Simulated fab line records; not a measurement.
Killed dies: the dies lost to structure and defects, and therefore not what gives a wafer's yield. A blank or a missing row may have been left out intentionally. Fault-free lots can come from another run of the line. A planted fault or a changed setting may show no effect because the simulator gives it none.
Which tool did it?    flow nandHarc    24 lots with 72 wafers sampled at 6 steps, on a route of 1159 steps

== WHAT EACH GAUGE READ, for each wafer ==
NHARC_A_SLIT_OVL_MEAS_10.
lot   measured      on          overlayXNm (nm)  overlayYNm (nm)
L074  day 14 07:38  overlay-01  -0.9 -1.2 -0.9   -1.2 -1.5 -0.8
L076  day 14 15:20  overlay-02  0.1 0.4 0.4      -1.1 -0.8 -1.0
L075  day 14 16:16  overlay-02  0.0 -0.5 -0.2    -0.3 -0.6 -0.5
L078  day 15 03:08  overlay-01  0.3 0.1 0.9      0.7 -0.1 0.0
L077  day 15 02:30  overlay-02  -1.2 -0.9 -0.5   -0.5 -0.4 -0.3
L079  day 15 13:15  overlay-01  -1.5 -1.1 -0.9   -0.8 -0.6 -0.5
L081  day 16 12:14  overlay-01  1.2 0.9 1.0      0.0 -0.2 -0.6
L080  day 16 07:12  overlay-01  -0.3 -0.7 -0.1   1.3 1.3 1.6
L082  day 16 15:02  overlay-01  -0.2 -1.2 -0.8   -1.0 -0.8 -1.3
L083  day 16 16:41  overlay-02  0.9 0.7 1.3      -0.5 -0.4 -0.4
L085  day 17 05:21  overlay-01  -0.7 -0.7 -0.7   -0.9 -1.1 -1.0
L087  day 17 13:16  overlay-02  1.3 0.8 1.3      -0.7 -0.7 -0.3
L086  day 17 13:47  overlay-02  0.9 0.5 0.4      -0.6 -0.8 -1.3
L089  day 17 22:17  overlay-01  0.3 -0.4 0.4     0.5 -0.2 0.0
L084  day 17 22:00  overlay-02  -2.0 -2.2 -1.7   1.6 1.7 2.1
L088  day 17 22:08  overlay-01  -0.3 0.1 -0.3    0.1 0.4 0.6
L090  day 18 07:52  overlay-01  0.9 1.3 0.2      -0.6 -0.3 0.1
L093  day 18 23:29  overlay-01  -0.5 -0.5 0.0    0.6 0.6 0.5
L091  day 18 21:31  overlay-01  -1.1 -0.6 -1.6   0.1 0.2 0.4
L094  day 18 21:44  overlay-01  0.2 0.7 0.2      -1.2 -1.8 -1.1
L092  day 19 07:39  overlay-01  -0.4 -0.4 -0.5   0.7 0.5 0.5
L096  day 20 02:28  overlay-01  1.1 0.8 0.8      -0.5 0.7 0.5
L097  day 20 02:52  overlay-01  0.9 1.0 1.0      0.4 1.4 0.5
L095  day 20 02:42  overlay-02  -0.4 0.6 0.9     -1.4 -1.1 -1.8

NHARC_A_SLIT_INSPECT_11.
lot   measured      on                rawDefectCount
L074  day 14 07:40  defectInspect-01  7 7 9
L076  day 14 15:22  defectInspect-01  21 20 17
L075  day 14 16:17  defectInspect-01  11 8 14
L078  day 15 03:10  defectInspect-01  31 20 30
L077  day 15 02:32  defectInspect-01  14 10 4
L079  day 15 13:17  defectInspect-01  33 29 23
L081  day 16 12:16  defectInspect-02  18 9 13
L080  day 16 07:14  defectInspect-01  25 30 16
L082  day 16 15:04  defectInspect-01  35 36 27
L083  day 16 16:43  defectInspect-02  19 18 11
L085  day 17 05:23  defectInspect-01  18 8 20
L087  day 17 13:18  defectInspect-02  46 31 25
L086  day 17 13:50  defectInspect-02  15 17 14
L089  day 17 22:20  defectInspect-01  38 32 33
L084  day 17 22:02  defectInspect-01  12 14 15
L088  day 17 22:10  defectInspect-01  8 13 12
L090  day 18 07:53  defectInspect-02  34 35 28
L093  day 18 23:31  defectInspect-02  15 21 12
L091  day 18 21:33  defectInspect-01  19 13 18
L094  day 18 21:46  defectInspect-02  37 36 29
L092  day 19 07:41  defectInspect-02  38 35 42
L096  day 20 02:31  defectInspect-02  15 17 16
L097  day 20 02:53  defectInspect-01  16 19 20
L095  day 20 02:44  defectInspect-01  15 19 14

NHARC_A_SIN_REMOVE_INSPECT_04.
lot   measured      on                rawDefectCount
L074  day 14 18:52  defectInspect-01  159 197 231
L076  day 15 02:35  defectInspect-01  310 309 228
L075  day 15 06:14  defectInspect-01  205 221 277
L078  day 15 13:41  defectInspect-02  486 217 262
L077  day 15 13:40  defectInspect-01  334 322 227
L079  day 16 00:31  defectInspect-01  335 424 339
L081  day 17 00:07  defectInspect-01  347 385 327
L080  day 16 18:19  defectInspect-02  466 404 406
L082  day 17 00:08  defectInspect-01  355 307 389
L083  day 17 03:51  defectInspect-01  332 247 297
L085  day 17 20:07  defectInspect-02  466 425 419
L087  day 18 00:32  defectInspect-02  446 363 374
L086  day 18 00:32  defectInspect-01  404 342 595
L089  day 18 09:16  defectInspect-02  220 399 277
L084  day 18 09:16  defectInspect-01  239 206 223
L088  day 18 09:17  defectInspect-01  402 474 335
L090  day 18 19:56  defectInspect-02  291 283 293
L093  day 19 08:47  defectInspect-01  292 451 340
L091  day 19 08:44  defectInspect-02  251 282 231
L094  day 19 08:44  defectInspect-01  335 308 442
L092  day 19 18:48  defectInspect-02  276 351 538
L096  day 20 14:31  defectInspect-02  463 394 460
L097  day 20 14:33  defectInspect-01  324 195 265
L095  day 20 14:31  defectInspect-01  147 172 179

== WHAT TOOL EACH LOT RAN ON (gives the tool, then ch and the chambers of the sampled wafers, and finally the start) ==
lot   NHARC_A_STAIRCASE_DESCUM_252       NHARC_A_SGD_CUT_ETCH_16                       NHARC_A_SLIT_STRIP_18
L074  rieDiel-04 ch 0,2,3, day 11 09:17  rieDiel-13 ch 0,2,3, day 14 07:38 or earlier  rieDiel-10 ch 2,3, day 14 18:52 or earlier
L076  rieDiel-04 ch 0,2, day 11 18:08    rieDiel-13 ch 1,2,3, day 14 15:20 or earlier  rieDiel-10 ch 0,1,3, day 15 02:35 or earlier
L075  rieDiel-04 ch 0,2,3, day 11 19:05  rieDiel-08 ch 0,1, day 14 16:16 or earlier    rieDiel-09 ch 0,2,3, day 15 06:14 or earlier
L078  rieDiel-11 ch 0,3, day 12 05:30    rieDiel-13 ch 1,2, day 15 03:08 or earlier    rieDiel-09 ch 2,3, day 15 13:41 or earlier
L077  rieDiel-11 ch 0,3, day 12 07:28    rieDiel-08 ch 0,1, day 15 02:30 or earlier    rieDiel-07 ch 0,1,2, day 15 13:40 or earlier
L079  rieDiel-12 ch 0,2,3, day 12 16:04  rieDiel-13 ch 0,1,2, day 15 13:15 or earlier  rieDiel-07 ch 0,1,3, day 16 00:31 or earlier
L081  rieDiel-12 ch 0,3, day 12 21:25    rieDiel-08 ch 0,1, day 16 12:14 or earlier    rieDiel-07 ch 1,2, day 17 00:07 or earlier
L080  rieDiel-04 ch 1,2,3, day 12 21:50  rieDiel-05 ch 0,1, day 16 07:12 or earlier    rieDiel-10 ch 1,2,3, day 16 18:19 or earlier
L082  rieDiel-12 ch 0,1,2, day 13 17:04  rieDiel-13 ch 2,3, day 16 15:02 or earlier    rieDiel-07 ch 0,1,2, day 17 00:08 or earlier
L083  rieDiel-04 ch 0,2,3, day 13 18:47  rieDiel-08 ch 0,1,3, day 16 16:41 or earlier  rieDiel-07 ch 0,1,3, day 17 03:51 or earlier
L085  rieDiel-04 ch 2,3, day 14 06:19    rieDiel-08 ch 2,3, day 17 05:21 or earlier    rieDiel-10 ch 1,3, day 17 20:07 or earlier
L087  rieDiel-04 ch 0,1,3, day 14 15:31  rieDiel-05 ch 0,1,2, day 17 13:16 or earlier  rieDiel-10 ch 0,1, day 18 00:32 or earlier
L086  rieDiel-04 ch 0,3, day 14 17:26    rieDiel-13 ch 0,2,3, day 17 13:47 or earlier  rieDiel-10 ch 0,1,3, day 18 00:32 or earlier
L089  rieDiel-04 ch 0,2,3, day 14 23:49  rieDiel-13 ch 0,3, day 17 22:17 or earlier    rieDiel-09 ch 0,3, day 18 09:16 or earlier
L084  rieDiel-11 ch 0,2,3, day 15 00:43  rieDiel-13 ch 0,2,3, day 17 22:00 or earlier  rieDiel-10 ch 0,1,2, day 18 09:16 or earlier
L088  rieDiel-12 ch 0,2,3, day 15 04:41  rieDiel-13 ch 0,2,3, day 17 22:08 or earlier  rieDiel-09 ch 0,2, day 18 09:17 or earlier
L090  rieDiel-04 ch 1,2,3, day 15 10:13  rieDiel-05 ch 0,2,3, day 18 07:52 or earlier  rieDiel-10 ch 0,2,3, day 18 19:56 or earlier
L093  rieDiel-04 ch 1,3, day 15 21:46    rieDiel-08 ch 0,1,2, day 18 23:29 or earlier  rieDiel-10 ch 0,1,3, day 19 08:47 or earlier
L091  rieDiel-11 ch 0,2,3, day 15 22:57  rieDiel-13 ch 0,1, day 18 21:31 or earlier    rieDiel-10 ch 0,1, day 19 08:44 or earlier
L094  rieDiel-04 ch 0,1, day 15 23:40    rieDiel-05 ch 0,3, day 18 21:44 or earlier    rieDiel-07 ch 0,1,3, day 19 08:44 or earlier
L092  rieDiel-11 ch 0,3, day 16 04:52    rieDiel-05 ch 0,1,3, day 19 07:39 or earlier  rieDiel-10 ch 0,1, day 19 18:48 or earlier
L096  rieDiel-11 ch 0,1,3, day 16 21:35  rieDiel-08 ch 1,2,3, day 20 02:28 or earlier  rieDiel-10 ch 0,1,3, day 20 14:31 or earlier
L097  rieDiel-04 ch 0,2,3, day 17 03:08  rieDiel-13 ch 2,3, day 20 02:52 or earlier    rieDiel-07 ch 0,1, day 20 14:33 or earlier
L095  rieDiel-11 ch 0,1,3, day 17 07:37  rieDiel-05 ch 0,1,2, day 20 02:42 or earlier  rieDiel-10 ch 1,2,3, day 20 14:31 or earlier
- NHARC_A_STAIRCASE_DESCUM_252: chemistry O2, time 3 s.
- NHARC_A_SGD_CUT_ETCH_16: etches the open film in C4F8/O2/Ar, target depth 310.5 nm, time 155.2 s.
- NHARC_A_SLIT_STRIP_18: strips in O2.

== AS READ BY THE TOOLS THEMSELVES (means over the sampled wafers that have a number; for cases with no such wafer, the mark the record gives instead) ==
NHARC_A_STAIRCASE_DESCUM_252.
lot   tool        drypumpMotorCurrentA (A)  oesProductAu (a.u.)  rfVppV (V)  showerheadPlenumPTorr (Torr)  throttleValvePct (%)
L074  rieDiel-04  5.3                       0.999                57.4        1.89                          11.312
L076  rieDiel-04  5.5                       1.003                57.3        1.85                          11.310
L075  rieDiel-04  5.3                       0.997                57.1        1.89                          11.303
L078  rieDiel-11  5.6                       0.997                57.7        1.95                          11.318
L077  rieDiel-11  5.6                       1.003                58.0        1.95                          11.306
L079  rieDiel-12  5.8                       0.997                58.6        1.94                          11.316
L081  rieDiel-12  5.8                       0.999                58.4        1.96                          11.313
L080  rieDiel-04  5.7                       1.003                58.3        1.90                          11.313
L082  rieDiel-12  5.5                       0.995                58.7        1.88                          11.302
L083  rieDiel-04  5.3                       0.995                58.2        1.88                          11.312
L085  rieDiel-04  5.4                       1.005                57.7        1.94                          11.310
L087  rieDiel-04  5.5                       1.003                57.5        1.87                          11.310
L086  rieDiel-04  5.1                       0.998                57.4        1.85                          11.308
L089  rieDiel-04  5.3                       1.005                57.2        1.88                          11.311
L084  rieDiel-11  5.3                       1.008                58.3        1.94                          11.306
L088  rieDiel-12  5.8                       0.999                56.9        1.93                          11.311
L090  rieDiel-04  5.7                       1.004                58.3        1.89                          11.307
L093  rieDiel-04  5.9                       1.006                57.5        1.88                          11.308
L091  rieDiel-11  5.3                       1.000                57.6        1.93                          11.310
L094  rieDiel-04  5.4                       1.000                57.6        1.80                          11.303
L092  rieDiel-11  5.3                       1.003                57.5        1.86                          11.309
L096  rieDiel-11  5.8                       1.007                57.3        1.97                          11.319
L097  rieDiel-04  5.4                       1.002                58.0        1.87                          11.310
L095  rieDiel-11  5.8                       1.005                58.5        1.97                          11.315

NHARC_A_SGD_CUT_ETCH_16.
lot   tool        oesProductAu (a.u.)  rfVppV (V)
L074  rieDiel-13  0.970                724
L076  rieDiel-13  0.953                722
L075  rieDiel-08  0.982                725
L078  rieDiel-13  0.965                724
L077  rieDiel-08  0.988                724
L079  rieDiel-13  0.972                725
L081  rieDiel-08  0.982                728
L080  rieDiel-05  0.982                718
L082  rieDiel-13  0.974                719
L083  rieDiel-08  0.981                723
L085  rieDiel-08  0.970                718
L087  rieDiel-05  0.981                721
L086  rieDiel-13  0.941                723
L089  rieDiel-13  0.961                724
L084  rieDiel-13  0.985                722
L088  rieDiel-13  0.983                723
L090  rieDiel-05  0.982                724
L093  rieDiel-08  0.981                723
L091  rieDiel-13  0.970                728
L094  rieDiel-05  0.977                724
L092  rieDiel-05  0.963                721
L096  rieDiel-08  0.982                721
L097  rieDiel-13  0.977                719
L095  rieDiel-05  0.965                720

NHARC_A_SLIT_STRIP_18.
lot   tool        drypumpMotorCurrentA (A)  oesProductAu (a.u.)  rfVppV (V)  showerheadPlenumPTorr (Torr)  throttleValvePct (%)
L074  rieDiel-10  6.1                       0.997                57.4        3.37                          17.036
L076  rieDiel-10  5.7                       0.993                57.7        3.40                          17.039
L075  rieDiel-09  6.2                       0.990                57.6        3.51                          17.029
L078  rieDiel-09  6.2                       0.991                57.9        3.54                          17.035
L077  rieDiel-07  5.6                       1.002                57.9        3.49                          17.041
L079  rieDiel-07  6.1                       1.004                57.6        3.45                          17.035
L081  rieDiel-07  5.5                       0.997                57.0        3.51                          17.041
L080  rieDiel-10  5.9                       0.999                57.5        3.42                          17.031
L082  rieDiel-07  5.6                       0.996                57.4        3.48                          17.040
L083  rieDiel-07  6.1                       0.995                58.5        3.45                          17.042
L085  rieDiel-10  5.7                       0.996                56.8        3.41                          17.031
L087  rieDiel-10  5.5                       1.004                58.5        3.44                          17.042
L086  rieDiel-10  5.7                       1.005                56.9        3.40                          17.041
L089  rieDiel-09  6.2                       0.993                57.4        3.55                          17.034
L084  rieDiel-10  5.6                       1.005                57.1        3.44                          17.042
L088  rieDiel-09  6.2                       0.995                58.5        3.43                          17.026
L090  rieDiel-10  5.8                       1.005                57.0        3.40                          17.040
L093  rieDiel-10  5.7                       1.005                58.1        3.40                          17.032
L091  rieDiel-10  5.4                       1.001                57.6        3.43                          17.041
L094  rieDiel-07  6.1                       1.002                57.5        3.45                          17.028
L092  rieDiel-10  5.5                       1.004                58.0        3.44                          17.025
L096  rieDiel-10  5.7                       0.992                57.4        3.39                          17.031
L097  rieDiel-07  5.8                       0.991                57.2        3.45                          17.038
L095  rieDiel-10  5.9                       0.993                57.4        3.41                          17.037

== THE ANSWER, worked out from the rows above alone ==
Rule: the lots themselves supply what counts as usual. The widest of any qualifying gaps counts: lots, ordered by their means at a reading, are off when they make up no more than a third of the lots, leave a main group of 4 or more, and stand apart from it by 3 or more times the standard deviation of that group's means. A main group whose means are all the same, to the digits that the tables above print for the reading, isn't used. A lot without any number at a reading at which 4 lots or more have one is off too. Any other lot the step has rows for is counted as sound. The gauges are gone through in route order, then the tools' own readings, and for those a lot's mean is taken as printed above. The first step at which some lot is off is used, and at that step the reading that is off furthest; a lot without a number counts as furthest.
No lot is off at any reading shown: from this, nothing can be told.

== WHAT WAS PUT IN BY THE SIMULATOR ==
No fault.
